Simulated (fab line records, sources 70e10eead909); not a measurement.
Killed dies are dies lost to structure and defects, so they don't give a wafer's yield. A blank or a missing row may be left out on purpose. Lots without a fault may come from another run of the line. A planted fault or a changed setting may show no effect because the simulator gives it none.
fab line records | flow nand_harc
record lots=13 wafers=39 last_day=24
route steps=1159 shown A_CHANNEL_FILL_D1@493 A_BONDPAD@1076 THIN_TSV@1107 END@1159
lots that met no fault: from a run of the same line without faults
start_h: hours from the record's first day to the start of the lot's first wafer shown | wait_h: hours since the lot's step before | " the same as in the row above | L1.1+2: a row that stands for several wafers | - no value, or no start given | * or withheld: withheld | < > ~ a bound
route shown NAME@n: a module of which the file shows steps, and the number in the route of the first | usual: mean/standard deviation of fault-free wafers | same: alike in all rows | chamber/n: place in a boat | sites: the reading at each site | _std_site: their standard deviation | _edge_site: outer sites' mean less inner sites' | radius_mm: how far each site lies from the wafer's centre | mask NAME#n: copy n | behind: the tool/chamber that last shaped the wafer | hold: why the lot was held/for how many hours/how that ended | device: the transistor (n, p or np) that didn't switch | end of line: the same wafers' tests at the end of the route | a step without rows: its recipe alone | killed: dies lost to structure and defects at the first sort, not the wafer's yield | map: a wafer's dies, x killed, . not, _ none there
set.NAME: the setting as run; set.NAME@STEP: as run at that earlier step | model.NAME: the simulator's own value behind a step, which no gauge read
steps of the route over a sample of lots; a table a step, a row a wafer
services: from which hour (start_h, from the record's first day; less than 0 if before it) a tool's chamber was out of use, for how many hours, and why
## steps
# step NHARC_A_CHANNEL_FILL_D1_ALD_03
# recipe target_thk_a=60 pulse_time_s=60 ald_cycles=58 temp_c=630 pressure_torr=2 material=SiNx
# usual precursor_pulse_height_rel=1.002/0.02
# columns lot.wafer tool chamber start_h wait_h precursor_pulse_height_rel
L754.2 ald_sin_batch-03 0 188.97 - 0.992
L754.4 " 0 " " 0.995
L754.6 " 0 " " 0.988
L756.4 ald_sin_batch-03 0 188.97 - 0.997
L756.5 " 0 " " 1.023
L756.6 " 0 " " 0.992
L755.1 ald_sin_batch-03 0 197.99 - 1.018
L755.2 " 0 " " 1.004
L755.6 " 0 " " 1.013
L757.1 ald_sin_batch-03 0 207.22 - 0.978
L757.3 " 0 " " 1.042
L757.5 " 0 " " 1.041
L758.2 ald_sin_batch-03 0 207.22 - 0.994
L758.4 " 0 " " 1.023
L758.5 " 0 " " 0.996
L760.4 ald_sin_batch-01 0 216.72 - 0.988
L760.5 " 0 " " 1.000
L760.6 " 0 " " 1.029
L764.1 ald_sin_batch-02 0 241.06 - 1.007
L764.2 " 0 " " 1.002
L764.3 " 0 " " 1.008
L766.3 ald_sin_batch-02 0 258.44 - 0.988
L766.4 " 0 " " 0.966
L766.5 " 0 " " 1.019
L767.1 ald_sin_batch-02 0 258.44 - 0.974
L767.2 " 0 " " 1.002
L767.6 " 0 " " 1.014
L772.1 ald_sin_batch-01 0 294.01 - 1.008
L772.3 " 0 " " 1.001
L772.5 " 0 " " 0.995
L775.1 ald_sin_batch-01 0 309.19 - 1.035
L775.4 " 0 " " 0.964
L775.5 " 0 " " 1.001
L776.2 ald_sin_batch-01 0 312.87 - 1.000
L776.4 " 0 " " 0.976
L776.5 " 0 " " 1.049
L777.1 ald_sin_batch-01 0 312.87 - 0.988
L777.2 " 0 " " 1.016
L777.3 " 0 " " 0.976
# step NHARC_A_BONDPAD_ETCH_34
# recipe target_depth_a=600 overetch_a=180 time_s=65.91 ion_energy_ev=200 n2_flow_sccm=150 h2_flow_sccm=150 ar_flow_sccm=0 rf_w=400 bias_w=150 chemistry=N2/H2
# usual drypump_motor_current_A=5.8/0.4 mfc_ar_sccm=0.015/0.012 oes_product_au=0.996/0.0075 rf_vpp_V=429.1/2.9 showerhead_plenum_p_Torr=1.99/0.1 throttle_valve_pct=14.171/0.0093
# columns lot.wafer tool chamber start_h wait_h drypump_motor_current_A mfc_ar_sccm oes_product_au rf_hours_counter_h rf_vpp_V showerhead_plenum_p_Torr throttle_valve_pct
L756.4 rie_diel-01 0 419.93 0.1 5.3 0.021 1.003 3 426.1 1.92 14.155
L756.6 " 1 " " 6.2 0.033 1.006 - 426.7 1.91 14.179
L756.5 " 2 " " 6.1 0.009 0.999 - 426.7 1.90 14.174
L754.4 rie_diel-01 2 421.98 0.1 6.1 0.009 0.997 3 427.6 1.90 14.168
L754.2 " 3 " " 5.6 0.004 0.995 3 435.1 2.16 14.173
L754.6 " 2 " " 6.1 0.009 0.997 - 425.9 1.89 14.166
L755.2 rie_diel-01 2 425.30 0.1 6.1 0.009 1.004 3 425.5 1.90 14.169
L755.1 " 0 " " 5.3 0.021 0.999 4 427.4 1.92 14.164
L755.6 " 2 " " 6.1 0.009 1.003 - 426.3 1.89 14.179
L758.4 rie_diel-01 1 427.12 0.1 6.2 0.033 0.992 4 426.4 1.91 14.185
L758.2 " 2 " " 6.1 0.009 0.991 4 425.8 1.89 14.168
L758.5 " 1 " " 6.3 0.033 0.991 - 427.2 1.91 14.164
L757.3 rie_diel-01 0 435.47 0.1 5.3 0.021 1.000 4 427.6 1.92 14.168
L757.1 " 1 " " 6.3 0.033 0.997 4 428.8 1.91 14.161
L757.5 " 2 " " 6.1 0.009 1.006 - 425.5 1.90 14.168
L760.4 rie_diel-01 1 441.03 0.1 6.3 0.033 0.999 4 427.3 1.91 14.176
L760.5 " 2 " " 6.1 0.009 1.003 - 425.4 1.89 14.183
L760.6 " 3 " " 5.6 0.004 0.996 - 432.6 2.16 14.182
L764.2 rie_diel-13 0 462.40 0.1 5.6 0.002 0.998 0 430.1 2.04 14.167
L764.1 " 1 " " 6.1 0.007 0.992 0 429.2 2.01 14.180
L764.3 " 3 " " 5.1 0.026 0.981 0 430.0 1.99 14.172
L767.1 rie_diel-01 3 474.36 0.1 5.6 0.004 1.000 6 433.8 2.16 14.167
L767.2 " 2 " " 6.1 0.009 0.999 6 426.8 1.89 14.163
L767.6 " 0 " " 5.3 0.021 0.997 - 424.0 1.91 14.169
L766.3 rie_diel-01 0 477.75 0.1 5.3 0.021 0.990 6 426.9 1.91 14.166
L766.4 " 1 " " 6.2 0.033 1.007 6 425.9 1.91 14.175
L766.5 " 0 " " 5.3 0.021 0.996 - 426.7 1.91 14.184
L772.3 rie_diel-13 0 512.80 0.1 5.6 0.002 1.004 9 429.8 2.04 14.181
L772.1 " 3 " " 5.1 0.026 0.997 10 428.6 1.99 14.182
L772.5 " 0 " " 5.6 0.002 0.997 - 428.3 2.04 14.174
L775.1 rie_diel-13 3 523.04 0.1 5.1 0.026 0.999 12 429.2 1.98 14.169
L775.4 " 0 " " 5.6 0.002 1.019 11 430.7 2.04 14.176
L775.5 " 1 " " 6.1 0.007 0.995 - 431.1 2.01 14.163
L776.2 rie_diel-01 3 535.35 0.1 5.5 0.004 0.983 1 433.8 2.16 14.172
L776.4 " 2 " " 6.1 0.009 0.989 1 426.8 1.89 14.181
L776.5 " 3 " " 5.6 0.004 0.986 - 434.5 2.16 14.171
L777.1 rie_diel-01 1 541.27 0.1 6.2 0.033 0.992 2 427.8 1.91 14.175
L777.3 " 2 " " 6.1 0.009 0.984 1 427.9 1.89 14.160
L777.2 " 3 " " 5.6 0.004 0.991 2 432.8 2.16 14.178
# step NHARC_THIN_TSV_DEP_43
# recipe target_thk_a=13285 temp_c=withheld pressure_torr=6.5 rf_w=900 teos_flow_sccm=161.4 flow_sccm=2650 target_thk_nm=1328.5 gas=O2 material=SiO2
# usual throttle_valve_pct=16.0/0.58
# columns lot.wafer tool chamber start_h wait_h since_wet_clean_h throttle_valve_pct
L756.6 pecvd-03 1 436.49 - - 16.7
L756.4 " 2 " " - 16.2
L756.5 " 0 " " - 16.2
L754.2 pecvd-04 0 437.55 - 48 15.6
L754.6 " 1 " " - 15.9
L754.4 " 2 " " - 16.6
L758.2 pecvd-02 2 444.71 - 98 15.4
L758.4 " 2 " " - 15.2
L758.5 " 0 " " - 16.7
L755.1 pecvd-04 2 445.96 - 57 16.8
L755.2 " 0 " " 57 15.7
L755.6 " 1 " " - 16.0
L757.3 pecvd-02 0 452.00 - 105 16.6
L757.1 " 2 " " 105 15.3
L757.5 " 0 " " - 16.9
L760.4 pecvd-03 1 454.55 - - 16.4
L760.6 " 2 " " - 16.3
L760.5 " 0 " " - 16.1
L764.2 pecvd-02 2 477.77 - 131 15.2
L764.1 " 0 " " 131 16.6
L764.3 " 1 " " 131 15.7
L767.1 pecvd-02 0 490.10 - 143 16.8
L767.2 " 1 " " 143 15.8
L767.6 " 1 " " - 15.6
L766.3 pecvd-02 2 491.27 - 144 15.3
L766.4 " 2 " " - 15.5
L766.5 " 1 " " - 16.0
L772.1 pecvd-02 1 533.16 - 5 15.7
L772.3 " 2 " " 5 14.5
L772.5 " 2 " " - 14.5
L775.1 pecvd-04 1 539.60 - 150 15.9
L775.5 " 0 " " - 16.0
L775.4 " 1 " " - 15.8
L776.2 pecvd-02 0 551.42 - 23 16.7
L776.5 " 0 " " - 16.4
L776.4 " 2 " " - 14.6
L777.2 pecvd-03 2 555.75 - 69 15.5
L777.1 " 0 " " 69 16.6
L777.3 " 1 " " 70 16.3
# step NHARC_THIN_TSV_CMP_21
# recipe t_overpolish_s=30 target_thk_nm=2000
# usual motor_current_A=12.0/0.82 overpolish_run_s=30.000/0.0081
# columns lot.wafer tool chamber start_h wait_h motor_current_A overpolish_run_s
L756.4 cmp-03 0 441.86 - 11.6 29.989
L756.6 " 0 " " 11.7 30.001
L756.5 " 1 " " 14.4 29.990
L754.2 cmp-02 3 442.97 - 12.7 29.994
L754.4 " 0 " " 11.4 30.006
L754.6 " 3 " " 12.6 30.007
L758.4 cmp-01 1 449.79 - 11.5 29.990
L758.2 " 0 " " 13.3 29.990
L758.5 " 1 " " 11.4 30.000
L755.2 cmp-01 3 451.32 - 12.9 30.006
L755.1 " 0 " " 13.2 30.013
L755.6 " 3 " " 11.7 30.005
L757.1 cmp-03 0 457.31 - 11.5 29.975
L757.3 " 2 " " 10.8 29.990
L757.5 " 0 " " 10.8 30.001
L760.4 cmp-01 3 459.46 - 12.3 29.996
L760.5 " 2 " " 11.7 30.005
L760.6 " 3 " " 12.1 29.988
L764.1 cmp-02 0 483.18 - 11.6 30.001
L764.3 " 2 " " 11.6 30.007
L764.2 " 3 " " 12.5 30.010
L767.2 cmp-02 3 495.12 - 12.9 29.989
L767.1 " 0 " " 11.8 30.002
L767.6 " 1 " " 11.2 29.993
L766.3 cmp-01 0 496.40 - 12.8 30.005
L766.4 " 1 " " 11.9 30.006
L766.5 " 0 " " 13.1 30.004
L772.1 cmp-01 1 538.32 - 12.0 29.999
L772.3 " 3 " " 13.6 30.008
L772.5 " 0 " " 13.7 29.994
L775.1 cmp-01 1 545.55 - 11.7 29.998
L775.4 " 0 " " 12.9 29.991
L775.5 " 2 " " 11.9 29.996
L776.2 cmp-02 0 556.92 - 11.4 30.010
L776.4 " 1 " " 11.7 30.006
L776.5 " 3 " " 12.4 29.989
L777.2 cmp-02 2 561.00 - 11.1 30.002
L777.3 " 3 " " 12.2 30.001
L777.1 " 0 " " 11.5 29.997
# step NHARC_END_SORT_01
# recipe temp_c=25
# usual killed_at_array=27/8.8 killed_at_other=0.4/0.82 killed_at_periphery=3.1/2.1 killed_dies=31/8.8 killed_open=3.3/2 killed_short=2.0/1.4
# same gross_dies=677
# columns lot.wafer tool chamber start_h wait_h killed_at_array killed_at_other killed_at_periphery killed_dies killed_open killed_short
L767.1 prober-02 0 505.39 2.5 60 3 4 67 2 0
L767.2 prober-02 0 506.18 2.8 62 2 2 66 7 1
L767.6 prober-02 0 509.34 3.9 58 5 4 67 3 5
L766.3 prober-01 0 507.37 3.1 66 0 0 66 3 1
L766.4 prober-01 0 508.18 3.4 59 0 0 59 3 1
L766.5 prober-01 0 508.99 3.7 62 0 2 64 2 4
# killed by level:class
L767.1 A_CHANNEL_FILL_D1:unspecified=36 A_SLIT:chamber_film_flake=11 A_CHANNEL_HOLE_D1:chamber_film_flake=7 A_CONTACT:chamber_film_flake=5 THIN_TSV:chamber_film_flake=3 P_GATE:chamber_film_flake=2 P_GATE:geometric_particle:open=1 A_ONON_D1:geometric_particle:open=1
L767.2 A_CHANNEL_FILL_D1:unspecified=39 A_CHANNEL_HOLE_D1:chamber_film_flake=6 A_SLIT:chamber_film_flake=5 A_CONTACT:chamber_film_flake=5 A_CONTACT:geometric_particle:open=3 THIN_TSV:chamber_film_flake=2 P_M0:geometric_particle:open=1 A_ONON_D1:geometric_particle:open=1
L766.3 A_CHANNEL_FILL_D1:unspecified=39 A_CHANNEL_HOLE_D1:chamber_film_flake=18 A_CONTACT:chamber_film_flake=4 A_CONTACT:geometric_particle:open=2 A_WL_FILL:geometric_particle:short=1 A_M0:geometric_particle:open=1 A_STAIRCASE:chamber_film_flake=1
L766.4 A_CHANNEL_FILL_D1:unspecified=35 A_CHANNEL_HOLE_D1:chamber_film_flake=17 A_CONTACT:chamber_film_flake=2 A_ONON_D1:geometric_particle:open=1 A_ONON_D1:geometric_particle:short=1 A_CONTACT:geometric_particle:open=1 A_BLC:geometric_particle:open=1 A_SLIT:chamber_film_flake=1
L766.5 A_CHANNEL_FILL_D1:unspecified=36 A_CHANNEL_HOLE_D1:chamber_film_flake=17 A_CONTACT:chamber_film_flake=3 P_CONTACT:geometric_particle:short=1 A_ONON_D1:geometric_particle:open=1 A_CHANNEL_FILL_D1:geometric_particle:short=1 A_SGD_CUT:geometric_particle:short=1 A_CONTACT:geometric_particle:open=1
L767.6 A_CHANNEL_FILL_D1:unspecified=35 A_SLIT:chamber_film_flake=11 THIN_TSV:chamber_film_flake=5 A_CONTACT:chamber_film_flake=3 A_SOURCE_PLATE:geometric_particle:short=2 P_GATE:chamber_film_flake=2 A_CHANNEL_HOLE_D1:chamber_film_flake=2 P_CONTACT:geometric_particle:open=1
## services
# columns tool chamber start_h hours kind
pecvd-02 - 170.52 0.4 repair
cmp-01 - 189.85 4.0 pm
pecvd-02 0 207.03 5.3 repair
pecvd-02 - 211.36 0.4 repair
rie_diel-01 1 234.49 16.3 repair
pecvd-02 - 235.98 0.8 repair
rie_diel-01 2 238.04 8.0 repair
cmp-01 - 269.06 1.2 repair
pecvd-02 1 274.46 5.7 repair
rie_diel-01 0 278.64 1.9 repair
rie_diel-01 1 284.57 4.3 repair
rie_diel-01 0 287.27 2.0 repair
cmp-01 - 287.85 4.0 pm
rie_diel-01 - 314.82 9.0 pm
pecvd-02 0 332.26 5.2 repair
cmp-01 - 332.94 1.4 repair
pecvd-02 - 334.24 13.0 pm
cmp-01 - 385.85 4.0 pm
rie_diel-01 3 391.06 2.8 repair
cmp-01 - 417.58 0.6 repair
cmp-01 - 453.75 0.2 repair
cmp-01 - 483.85 4.0 pm
rie_diel-01 - 491.82 9.0 pm
pecvd-02 - 515.37 13.0 pm
## key
first_sign step=NHARC_END_SORT_01 reading=killed_dies direction=up sigmas=3.9 usual=31 struck=65
effect step=NHARC_END_SORT_01 reading=killed_at_array direction=up sigmas=3.8 usual=27 struck=61
more_kills_born_at NHARC_A_CHANNEL_FILL_D1_ALD_03@ald_sin_batch-02=220
met_at NHARC_A_CHANNEL_FILL_D1_ALD_03
struck_lots L766,L767
tester_left_out L766,L767
not_acting_at NHARC_A_BONDPAD_ETCH_34,NHARC_THIN_TSV_DEP_43,NHARC_THIN_TSV_CMP_21
onset_between 241.06 258.44
fault kind=chamber_particle_source tool=ald_sin_batch-02 chamber=- onset_h=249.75 steps=NHARC_A_CHANNEL_FILL_D1_ALD_03 rate_per_visit_cm2=0.40662 end_h=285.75
# tester_left_out: of these lots the tester's yield and bins aren't shown, on N5 and GAA mostly nor the transistor test; their killed dies are dies lost to structure and defects alone, not to doping, threshold or leakage, so they don't give the yield
